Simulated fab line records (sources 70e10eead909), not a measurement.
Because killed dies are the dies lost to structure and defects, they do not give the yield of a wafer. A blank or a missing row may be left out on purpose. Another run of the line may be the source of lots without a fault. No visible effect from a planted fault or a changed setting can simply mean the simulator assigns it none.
Which tool did it?	flow nand_harc	Sampling: 7 lots, 21 wafers, 3 of 1302 route steps

WHAT EACH GAUGE READ, for each wafer
NHARC_A_M0_INSPECT_27.
lot	measured	on	raw_defect_count
L465	day 23 09:04	defect_inspect-01	789 629 819
L470	day 24 21:55	defect_inspect-02	428 428 607
L474	day 26 08:14	defect_inspect-02	758 450 547
L477	day 28 00:22	defect_inspect-02	420 430 336
L482	day 30 03:23	defect_inspect-01	537 489 498
L487	day 31 22:46	defect_inspect-01	494 540 691
L488	day 32 17:22	defect_inspect-01	529 483 657

TOOL THAT RAN EACH LOT (tool first, then ch and the chambers of the sampled wafers, then the start)
lot	NHARC_A_M0_ECD_22	NHARC_A_M0_CMP_23
L465	ecd_cu-02 ch 0,1, day 23 07:55	cmp-01 ch 0,2,3, day 23 08:39
L470	ecd_cu-01 ch 0,1, day 24 20:47	cmp-01 ch 0,1, day 24 21:28
L474	ecd_cu-02 ch 0, day 26 07:02	cmp-01 ch 1,2,3, day 26 07:46
L477	ecd_cu-01 ch 0,1, day 27 23:10	cmp-03 ch 0,3, day 27 23:54
L482	ecd_cu-02 ch 0, day 30 02:14	cmp-04 ch 0,3, day 30 02:55
L487	ecd_cu-02 ch 0,1, day 31 21:37	cmp-04 ch 1,2,3, day 31 22:17
L488	ecd_cu-01 ch 0,1, day 32 16:13	cmp-04 ch 1,3, day 32 16:55
- NHARC_A_M0_ECD_22: material Cu, target thk 400 nm.
- NHARC_A_M0_CMP_23: polishes, t overpolish 20 s, target thk 113.75 nm.

THE ANSWER, worked out from the rows above alone
Rule: the usual values come from the lots themselves. Put in order of their means at a reading, lots are off if they are a third of the lots or fewer, leave a main group of 4 or more, and stand apart from it by a gap of 3 or more times the standard deviation of the main group's means; of several such gaps the widest counts. A main group whose means are all the same, to the digits that the tables above print for the reading, isn't used. A lot without any number at a reading at which 4 lots or more have one is off too. Any other lot the step has rows for is counted as sound.
None of the lots is off at any reading shown; this tells nothing.

WHAT THE SIMULATOR HAD INSERTED
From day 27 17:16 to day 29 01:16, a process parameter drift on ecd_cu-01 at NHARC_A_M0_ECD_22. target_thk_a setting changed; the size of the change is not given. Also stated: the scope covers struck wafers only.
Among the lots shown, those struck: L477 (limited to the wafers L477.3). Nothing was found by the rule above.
